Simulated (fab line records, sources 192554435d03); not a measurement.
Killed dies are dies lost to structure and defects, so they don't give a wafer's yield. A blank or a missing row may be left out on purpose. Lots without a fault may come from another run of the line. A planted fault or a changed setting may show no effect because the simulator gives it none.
Split-lot experiment | flow n5_finfet | 7 lots, 39 wafers read, on a route of 1938 steps

THE SPLIT
At N5_DUMMY_GATE_EXPOSE_12 (exposes mask GATE, target cd 25 nm), the setting dose_mj was moved away from the recipe's 34 on 18 of the 39 wafers read, by -7.6% to +4.7%. The other wafers ran this setting at the recipe's value.

FROM THE SPLIT TO THE READING: what the file shows between them, 7 steps
- N5_DUMMY_GATE_PEB_13: peb time 60 s
- N5_DUMMY_GATE_DEVELOP_14: develop time 30 s
- N5_DUMMY_GATE_CD_MEAS_15: target cd 25.8 nm
- N5_DUMMY_GATE_STRIP_38: strips in N2/H2
- N5_DUMMY_GATE_STRIP_39: strips in N2/H2
- N5_DUMMY_GATE_TRIM_49: chemistry O2, time 29 s, target cd 14 nm
- N5_DUMMY_GATE_STRIP_40: strips in CF4

THE READING
cd_nm, in nm, at N5_DUMMY_GATE_CD_MEAS_50 (target cd 14 nm). Fault-free wafers of this fab line usually give 14.0 nm, standard deviation 0.35 nm.

wafer  | tool, chamber at the split | dose_mj as run | against the recipe | cd_nm, nm | against lot-mates on the recipe
L074.1 | euv_scanner-01, 0          | 31.43          | -7.6%              | 15.4      | +1.2
L074.2 | euv_scanner-01, 0          | 31.43          | -7.6%              | 15.3      | +1.1
L074.3 | euv_scanner-01, 0          | 34             | recipe             | 14.4      | -
L074.4 | euv_scanner-01, 0          | 34             | recipe             | 14.3      | -
L074.5 | euv_scanner-01, 0          | 34             | recipe             | 13.8      | -
L074.6 | euv_scanner-01, 0          | 31.43          | -7.6%              | 15.5      | +1.3
L076.1 | euv_scanner-02, 0          | 35.36          | +4.0%              | 13.3      | -0.7
L076.2 | euv_scanner-02, 0          | 34             | recipe             | 13.6      | -
L076.3 | euv_scanner-02, 0          | 34             | recipe             | 14.0      | -
L076.4 | euv_scanner-02, 0          | 34             | recipe             | 14.4      | -
L076.5 | euv_scanner-02, 0          | 35.36          | +4.0%              | 13.2      | -0.8
L076.6 | euv_scanner-02, 0          | 35.36          | +4.0%              | 13.4      | -0.6
L077.1 | euv_scanner-01, 0          | 34             | recipe             | 14.2      | -
L077.2 | euv_scanner-01, 0          | 32.93          | -3.1%              | 15.0      | +0.9
L077.3 | euv_scanner-01, 0          | 34             | recipe             | 13.9      | -
L077.4 | euv_scanner-01, 0          | 32.93          | -3.1%              | 14.6      | +0.5
L077.5 | euv_scanner-01, 0          | 32.93          | -3.1%              | 15.3      | +1.2
L077.6 | euv_scanner-01, 0          | 34             | recipe             | 14.2      | -
L081.1 | euv_scanner-02, 0          | 34             | recipe             | 13.9      | -
L081.2 | euv_scanner-02, 0          | 34             | recipe             | 14.2      | -
L081.4 | euv_scanner-02, 0          | 34             | recipe             | 13.9      | -
L088.1 | euv_scanner-01, 0          | 31.79          | -6.5%              | 15.3      | +1.7
L088.2 | euv_scanner-01, 0          | 34             | recipe             | 13.8      | -
L088.3 | euv_scanner-01, 0          | 31.79          | -6.5%              | 15.2      | +1.6
L088.4 | euv_scanner-01, 0          | 34             | recipe             | 13.5      | -
L088.5 | euv_scanner-01, 0          | 31.79          | -6.5%              | 15.2      | +1.6
L088.6 | euv_scanner-01, 0          | 34             | recipe             | 13.6      | -
L095.1 | euv_scanner-02, 0          | 35.6           | +4.7%              | 13.6      | -0.6
L095.2 | euv_scanner-02, 0          | 34             | recipe             | 14.0      | -
L095.3 | euv_scanner-02, 0          | 34             | recipe             | 14.4      | -
L095.4 | euv_scanner-02, 0          | 35.6           | +4.7%              | 13.4      | -0.8
L095.5 | euv_scanner-02, 0          | 34             | recipe             | 14.3      | -
L095.6 | euv_scanner-02, 0          | 35.6           | +4.7%              | 13.4      | -0.8
L096.1 | euv_scanner-02, 0          | 34             | recipe             | 13.5      | -
L096.2 | euv_scanner-02, 0          | 32.96          | -3.1%              | 15.2      | +1.2
L096.3 | euv_scanner-02, 0          | 34             | recipe             | 14.4      | -
L096.4 | euv_scanner-02, 0          | 32.96          | -3.1%              | 14.5      | +0.5
L096.5 | euv_scanner-02, 0          | 32.96          | -3.1%              | 14.5      | +0.5
L096.6 | euv_scanner-02, 0          | 34             | recipe             | 14.1      | -

THE FIT
A straight line over all 39 wafers: cd_nm changes by -0.18 nm for each +1% of dose_mj; r = -0.91; the points scatter about the line by 0.29 nm.
The same after taking each lot's own level away (the mean of its wafers on the recipe; 39 wafers): -0.194 nm for each +1%; r = -0.93; scatter 0.26 nm.
On that fit, the largest move of dose_mj shifts the reading by 1.5 nm.
The lots' own levels span 13.63 to 14.23 nm, that is 1.7 times the standard deviation above.
So the lot-to-lot level changes the slope little: the two slopes agree.
Check: with one of the wafers moved furthest among these (-7.6%) left out of the fit, the line predicts +1.57 nm for it against its lot-mates. It came out at +1.23 nm against them.

OTHER SPLITS ON THESE WAFERS
These wafers also went through other splits before the reading. Each is held against what the fit with the lots' levels taken away leaves over:
other split on the same wafers | wafers away from the commonest value | r with cd_nm (lot level and that fit taken away)
N5_FIN_CUT_CUT_ETCH_26 time_s  | 12                                   | +0.09

THE WHOLE CHAIN: every reading that the file lists as answering this split, in the file's order
step                     | what it does                             | reading                                                           | change (the file's fit)               | r (the file's)
N5_DUMMY_GATE_CD_MEAS_15 | target cd 25.8 nm                        | cd_nm                                                             | -0.21 nm for each +1% of the setting  | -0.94
N5_DUMMY_GATE_TRIM_49    | chemistry O2, time 29 s, target cd 14 nm | DUMMY_GATE.cd_nm (the simulator's own value, which no gauge read) | -0.194 nm for each +1% of the setting | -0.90
N5_DUMMY_GATE_CD_MEAS_50 | target cd 14 nm                          | cd_nm                                                             | -0.2 nm for each +1% of the setting   | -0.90

THE FILE'S OWN FIT
cd_nm changes by -0.2 nm for each +1% of dose_mj, r = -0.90.
